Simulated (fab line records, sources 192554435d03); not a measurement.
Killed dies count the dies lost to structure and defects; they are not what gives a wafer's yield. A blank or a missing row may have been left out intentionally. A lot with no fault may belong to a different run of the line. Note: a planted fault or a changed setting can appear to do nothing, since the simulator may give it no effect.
fab line records | flow n5-finfet
record: lots: 12 | wafers: 32 | last-day: 19
route steps=1938 shown BEOL_M12@1646
lots that met no fault: taken from a fault-free run of the same line
start-h: the number of hours between the record's first day and the start of the first shown wafer of the lot | wait-h: hours elapsed since this lot's preceding step | " unchanged from the row above | L1.1+2: a row that stands for several wafers | - either no value or no given start | * or withheld: withheld | < > ~ a bound
route shown NAME@n: NAME is a module with steps in the file, n the number in the route of the first one | usual: the fault-free wafers' mean and standard deviation | same: alike in all rows | chamber/n: place in a boat | sites: per-site readings | _std_site: standard deviation across them | _edge_site: the outer-site mean with the inner-site mean subtracted | radius-mm: for every site, how far away it sits from the centre of the wafer | mask NAME#n: copy n | behind: tool/chamber where the wafer was last shaped | hold: why the lot went on hold/how many hours it stayed there/how the hold came to an end | device: names the non-switching transistor (n, p or np) | end of line: at the end of the route, the tests of the same wafers | a step given without rows: its recipe and nothing more | killed: count of dies lost to structure and defects at first sort (not the wafer's yield) | map: dies across one wafer; x = killed, . = not, _ = none there
set.NAME: the setting the step ran with; set.NAME@STEP: the setting that earlier step ran with | model.NAME: the simulator's own value behind a step, which no gauge read
steps of the route over a sample of lots; a table a step, a row a wafer
services: a tool's chamber out of use, with start hour (start-h, from the record's first day; less than 0 if before it), hours out, and reason
== steps ==
step: N5_BEOL_M12_DEGAS_41
recipe: ambient: vacuum | temp-c: 250 | time-s: 60
usual: heater-power-w: 347/41
lot.wafer | tool           | chamber | start-h | wait-h | heater-power-w
L636.1    | pvd-sputter-02 | -       | 280.16  | 2.5    | 420
L636.2    | "              | -       | "       | "      | 292
L636.6    | "              | -       | "       | "      | 290
L637.2    | pvd-sputter-01 | -       | 284.22  | 0.2    | 383
L637.6    | "              | -       | "       | "      | 361
L641.1    | pvd-sputter-01 | -       | 309.10  | 0.1    | 377
L641.2    | "              | -       | "       | "      | 326
L641.5    | "              | -       | "       | "      | 378
L642.1    | pvd-sputter-03 | -       | 316.55  | 0.0    | 313
L642.2    | "              | -       | "       | "      | 367
L642.6    | "              | -       | "       | "      | 355
L643.1    | pvd-sputter-02 | -       | 316.99  | 0.3    | 329
L643.2    | "              | -       | "       | "      | 419
L643.3    | "              | -       | "       | "      | 294
L644.1    | pvd-sputter-02 | -       | 325.07  | 0.2    | 291
L644.5    | "              | -       | "       | "      | 403
L644.6    | "              | -       | "       | "      | 304
L645.1    | pvd-sputter-01 | -       | 342.43  | 0.2    | 383
L645.6    | "              | -       | "       | "      | 379
L646.1    | pvd-sputter-02 | -       | 347.67  | 0.3    | 419
L646.3    | "              | -       | "       | "      | 289
L646.5    | "              | -       | "       | "      | 418
L649.1    | pvd-sputter-01 | -       | 353.45  | 0.7    | 316
L649.3    | "              | -       | "       | "      | 360
L649.6    | "              | -       | "       | "      | 379
L648.3    | pvd-sputter-01 | -       | 359.61  | 0.8    | 359
L648.5    | "              | -       | "       | "      | 315
L650.3    | pvd-sputter-01 | -       | 374.87  | 0.1    | 366
L650.5    | "              | -       | "       | "      | 384
L656.1    | pvd-sputter-03 | -       | 419.90  | 0.2    | 311
L656.3    | "              | -       | "       | "      | 311
L656.4    | "              | -       | "       | "      | 336
step: N5_BEOL_M12_SPUTTER_43
recipe: material: TaN | target-thk-a: 150 | temp-c: 50 | bias-v: 168.6 | power-w: 15000 | chamber-pressure-pa: 0.12 | time-s: 24.19
usual: throttle-valve-pct: 30.1/0.94
lot.wafer | tool           | chamber | start-h | wait-h | throttle-valve-pct
L636.1    | pvd-sputter-02 | -       | 280.24  | 0.0    | 29.7
L636.2    | "              | -       | "       | "      | 31.3
L636.6    | "              | -       | "       | "      | 31.3
L637.2    | pvd-sputter-01 | -       | 284.30  | 0.0    | 28.9
L637.6    | "              | -       | "       | "      | 30.1
L641.1    | pvd-sputter-01 | -       | 309.18  | 0.0    | 29.4
L641.2    | "              | -       | "       | "      | 32.0
L641.5    | "              | -       | "       | "      | 29.5
L642.1    | pvd-sputter-03 | -       | 316.63  | 0.0    | 30.1
L642.2    | "              | -       | "       | "      | 28.5
L642.6    | "              | -       | "       | "      | 28.6
L643.1    | pvd-sputter-02 | -       | 317.07  | 0.0    | 30.3
L643.2    | "              | -       | "       | "      | 30.0
L643.3    | "              | -       | "       | "      | 31.0
L644.1    | pvd-sputter-02 | -       | 325.15  | 0.0    | 29.7
L644.5    | "              | -       | "       | "      | 29.9
L644.6    | "              | -       | "       | "      | 29.3
L645.1    | pvd-sputter-01 | -       | 342.51  | 0.0    | 29.7
L645.6    | "              | -       | "       | "      | 29.4
L646.1    | pvd-sputter-02 | -       | 347.75  | 0.0    | 29.8
L646.3    | "              | -       | "       | "      | 31.4
L646.5    | "              | -       | "       | "      | 29.6
L649.1    | pvd-sputter-01 | -       | 353.53  | 0.0    | 31.8
L649.3    | "              | -       | "       | "      | 30.1
L649.6    | "              | -       | "       | "      | 28.8
L648.3    | pvd-sputter-01 | -       | 359.69  | 0.0    | 30.0
L648.5    | "              | -       | "       | "      | 32.0
L650.3    | pvd-sputter-01 | -       | 374.95  | 0.0    | 30.3
L650.5    | "              | -       | "       | "      | 28.6
L656.1    | pvd-sputter-03 | -       | 419.98  | 0.0    | 30.4
L656.3    | "              | -       | "       | "      | 31.1
L656.4    | "              | -       | "       | "      | 29.9
step: N5_BEOL_M12_CMP_49
recipe: stop-on: SiOC | t-overpolish-s: 20.6 | down-force-psi: 1 | platen-rpm: 50 | clearing-platen-down-force-psi: 1.5 | clearing-platen-rpm: 50 | post-cmp-clean: cu-alkaline | target-thk-nm: 320 | clearing-platen-pad-velocity-m-s: 0.99484 | pad-velocity-m-s: 0.99484
usual: barrier-field-endpoint-s: 30.4/0.72 | clearing-platen-down-force-psi: 1.4997/0.003 | motor-current-A: 6.1/0.71
lot.wafer | tool   | chamber | start-h | wait-h | barrier-field-endpoint-s | clearing-platen-down-force-psi | motor-current-A
L636.1    | cmp-04 | 2       | 280.98  | 0.3    | 30.9                     | 1.5019                         | 6.0
L636.2    | "      | 3       | "       | "      | 31.2                     | 1.4967                         | 6.7
L636.6    | "      | 3       | "       | "      | 31.8                     | 1.4965                         | 6.8
L637.2    | cmp-01 | 0       | 285.02  | 0.2    | 30.4                     | 1.5019                         | 6.7
L637.6    | "      | 1       | "       | "      | 30.2                     | 1.4925                         | 6.0
L641.1    | cmp-04 | 0       | 309.90  | 0.3    | 30.5                     | 1.5003                         | 5.9
L641.2    | "      | 2       | "       | "      | 30.9                     | 1.5003                         | 6.1
L641.5    | "      | 0       | "       | "      | 30.9                     | 1.5040                         | 6.2
L642.1    | cmp-03 | 0       | 317.36  | 0.3    | 30.3                     | 1.5008                         | 7.4
L642.2    | "      | 1       | "       | "      | 30.4                     | 1.5006                         | 5.0
L642.6    | "      | 1       | "       | "      | 30.9                     | 1.5000                         | 5.1
L643.3    | cmp-03 | 3       | 318.06  | 0.3    | 30.2                     | 1.4999                         | 6.5
L643.1    | "      | 0       | "       | "      | 29.8                     | 1.4994                         | 6.8
L643.2    | "      | 1       | "       | "      | 30.5                     | 1.4987                         | 4.9
L644.1    | cmp-01 | 2       | 325.91  | 0.3    | 30.4                     | 1.4981                         | 5.4
L644.6    | "      | 1       | "       | "      | 30.1                     | 1.5015                         | 6.2
L644.5    | "      | 2       | "       | "      | 30.1                     | 1.4977                         | 5.4
L645.1    | cmp-03 | 0       | 343.24  | 0.3    | 31.0                     | 1.4999                         | 6.7
L645.6    | "      | 1       | "       | "      | 30.5                     | 1.5001                         | 4.9
L646.3    | cmp-03 | 1       | 348.51  | 0.2    | 30.7                     | 1.4964                         | 5.3
L646.1    | "      | 3       | "       | "      | 29.9                     | 1.5002                         | 6.1
L646.5    | "      | 0       | "       | "      | 30.0                     | 1.4987                         | 7.1
L649.3    | cmp-01 | 0       | 354.25  | 0.2    | 29.3                     | 1.4978                         | 7.3
L649.1    | "      | 2       | "       | "      | 30.3                     | 1.4981                         | 5.5
L649.6    | "      | 1       | "       | "      | 29.6                     | 1.4981                         | 6.2
L648.3    | cmp-01 | 1       | 360.41  | 0.2    | 36.0                     | 1.5040                         | 6.2
L648.5    | "      | 1       | "       | "      | 29.9                     | 1.5069                         | 6.0
L650.3    | cmp-01 | 1       | 376.37  | 0.2    | 36.6                     | 1.4990                         | 6.5
L650.5    | "      | 0       | "       | "      | 30.1                     | 1.5045                         | 7.0
L656.1    | cmp-03 | 1       | 420.70  | 0.3    | 31.0                     | 1.5001                         | 5.0
L656.3    | "      | 3       | "       | "      | 30.1                     | 1.4993                         | 6.6
L656.4    | "      | 0       | "       | "      | 29.4                     | 1.4991                         | 7.2
step: N5_BEOL_M12_DEP_53
recipe: material: SiCN | target-thk-a: 300 | temp-c: withheld | precursor: 3MS/NH3 | pressure-torr: 3 | rf-w: 675 | time-s: 10.5
usual: showerhead-plenum-p-Torr: 4.162/0.026 | throttle-valve-pct: 18.7/0.72
lot.wafer | tool     | chamber | start-h | wait-h | showerhead-plenum-p-Torr | throttle-valve-pct
L636.1    | pecvd-03 | 2       | 281.33  | 0.0    | 4.163                    | 17.9
L636.2    | "        | 0       | "       | "      | 4.159                    | 18.6
L636.6    | "        | 1       | "       | "      | 4.157                    | 19.7
L637.2    | pecvd-01 | 0       | 285.38  | 0.0    | 4.166                    | 19.3
L637.6    | "        | 2       | "       | "      | 4.125                    | 18.1
L641.1    | pecvd-04 | 1       | 310.26  | 0.0    | 4.191                    | 18.7
L641.2    | "        | 0       | "       | "      | 4.180                    | 19.5
L641.5    | "        | 2       | "       | "      | 4.122                    | 17.3
L642.1    | pecvd-01 | 0       | 317.72  | 0.0    | 4.155                    | 19.7
L642.2    | "        | 1       | "       | "      | 4.183                    | 18.3
L642.6    | "        | 2       | "       | "      | 4.117                    | 18.4
L643.1    | pecvd-04 | 1       | 318.38  | 0.0    | 4.172                    | 18.6
L643.2    | "        | 0       | "       | "      | 4.186                    | 19.3
L643.3    | "        | 2       | "       | "      | 4.125                    | 17.4
L644.1    | pecvd-01 | 1       | 326.23  | 0.0    | 4.193                    | 18.5
L644.5    | "        | 0       | "       | "      | 4.149                    | 19.4
L644.6    | "        | 2       | "       | "      | 4.117                    | 18.9
L645.1    | pecvd-04 | 0       | 343.59  | 0.0    | 4.178                    | 19.6
L645.6    | "        | 0       | "       | "      | 4.186                    | 19.7
L646.1    | pecvd-01 | 1       | 348.83  | 0.0    | 4.198                    | 18.4
L646.3    | "        | 2       | "       | "      | 4.118                    | 18.4
L646.5    | "        | 0       | "       | "      | 4.144                    | 19.5
L649.1    | pecvd-03 | 0       | 354.60  | 0.0    | 4.152                    | 18.3
L649.3    | "        | 1       | "       | "      | 4.156                    | 19.7
L649.6    | "        | 0       | "       | "      | 4.155                    | 18.6
L648.3    | pecvd-04 | 2       | 360.77  | 0.0    | 4.130                    | 17.4
L648.5    | "        | 1       | "       | "      | 4.188                    | 18.9
L650.3    | pecvd-04 | 0       | 376.69  | 0.0    | 4.183                    | 19.3
L650.5    | "        | 0       | "       | "      | 4.203                    | 19.6
L656.1    | pecvd-03 | 0       | 421.06  | 0.0    | 4.154                    | 18.7
L656.3    | "        | 2       | "       | "      | 4.162                    | 18.0
L656.4    | "        | 1       | "       | "      | 4.160                    | 19.6
step: N5_BEOL_M12_RS_MEAS_54
recipe: thk-meas-gauge: four-point-probe | reads: Cu_of_BEOL_M12_ECD_47+Ta_of_BEOL_M12_SPUTTER_44+TaN_of_BEOL_M12_SPUTTER_43
usual: M12_RS: 0.0601/0.00099
lot.wafer | tool          | chamber | start-h | wait-h | M12_RS[ohm/sq]
L636.1    | film-metro-01 | -       | 281.40  | 0.0    | 0.0608
L636.2    | "             | -       | "       | "      | 0.0609
L636.6    | "             | -       | "       | "      | 0.0621
L637.2    | film-metro-02 | -       | 285.44  | 0.0    | 0.0616
L637.6    | "             | -       | "       | "      | 0.0600
L641.1    | film-metro-02 | -       | 310.32  | 0.0    | 0.0597
L641.2    | "             | -       | "       | "      | 0.0585
L641.5    | "             | -       | "       | "      | 0.0590
L642.1    | film-metro-02 | -       | 317.78  | 0.0    | 0.0598
L642.2    | "             | -       | "       | "      | 0.0615
L642.6    | "             | -       | "       | "      | 0.0610
L643.1    | film-metro-02 | -       | 318.45  | 0.0    | 0.0592
L643.2    | "             | -       | "       | "      | 0.0589
L643.3    | "             | -       | "       | "      | 0.0597
L644.1    | film-metro-01 | -       | 326.29  | 0.0    | 0.0598
L644.5    | "             | -       | "       | "      | 0.0602
L644.6    | "             | -       | "       | "      | 0.0592
L645.1    | film-metro-02 | -       | 343.66  | 0.0    | 0.0596
L645.6    | "             | -       | "       | "      | 0.0594
L646.1    | film-metro-02 | -       | 348.89  | 0.0    | 0.0585
L646.3    | "             | -       | "       | "      | 0.0608
L646.5    | "             | -       | "       | "      | 0.0591
L649.1    | film-metro-01 | -       | 354.68  | 0.1    | 0.0587
L649.3    | "             | -       | "       | "      | 0.0614
L649.6    | "             | -       | "       | "      | 0.0604
L648.3    | film-metro-02 | -       | 360.84  | 0.0    | 0.0603
L648.5    | "             | -       | "       | "      | 0.0593
L650.3    | film-metro-02 | -       | 376.76  | 0.0    | 0.0601
L650.5    | "             | -       | "       | "      | 0.0608
L656.1    | film-metro-01 | -       | 421.12  | 0.0    | 0.0614
L656.3    | "             | -       | "       | "      | 0.0602
L656.4    | "             | -       | "       | "      | 0.0600
== services ==
tool           | chamber | start-h | hours | kind
cmp-03         | -       | 257.37  | 10.0  | repair
cmp-01         | -       | 275.76  | 1.8   | repair
pecvd-04       | 2       | 301.00  | 2.5   | repair
cmp-04         | -       | 314.51  | 2.5   | repair
pecvd-04       | 1       | 322.83  | 2.1   | scheduled-down
pecvd-03       | 2       | 328.58  | 2.1   | scheduled-down
cmp-01         | -       | 331.94  | 3.6   | pm
cmp-03         | -       | 332.25  | 1.2   | repair
pecvd-01       | 1       | 357.31  | 2.1   | scheduled-down
pecvd-01       | -       | 366.19  | 2.0   | repair
pecvd-03       | -       | 366.60  | 2.4   | repair
cmp-04         | -       | 375.31  | 20.7  | repair
cmp-03         | -       | 379.25  | 3.6   | repair
pecvd-03       | 0       | 385.04  | 4.2   | repair
cmp-01         | -       | 392.00  | 1.8   | repair
pecvd-04       | 2       | 398.05  | 4.6   | repair
pecvd-04       | 0       | 398.56  | 2.1   | scheduled-down
pvd-sputter-02 | -       | 398.94  | 1.0   | repair
pecvd-01       | -       | 409.21  | 1.3   | repair
pecvd-03       | 1       | 415.87  | -     | calibration
cmp-01         | -       | 418.24  | 5.0   | repair
== key ==
first-sign: step: N5_BEOL_M12_CMP_49 | reading: barrier-field-endpoint-s | direction: up | sigmas: 8.2 | usual: 30.4 | struck: 36.3
effect none on later readings
met-at N5_BEOL_M12_SPUTTER_43
struck-lots L648,L650
struck-wafers L648.3,L650.3
not-acting-at N5_BEOL_M12_DEGAS_41,N5_BEOL_M12_DEP_53,N5_BEOL_M12_RS_MEAS_54
onset-between 353.53 359.69
fault: kind: process-parameter-drift | tool: pvd-sputter-01 | chamber: - | onset-h: 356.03 | steps: N5_BEOL_M12_SPUTTER_43 | channel: time-s | offset: * | shape: step | end-h: 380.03 | scope: struck-wafers-only | acts-in: * | stated: *
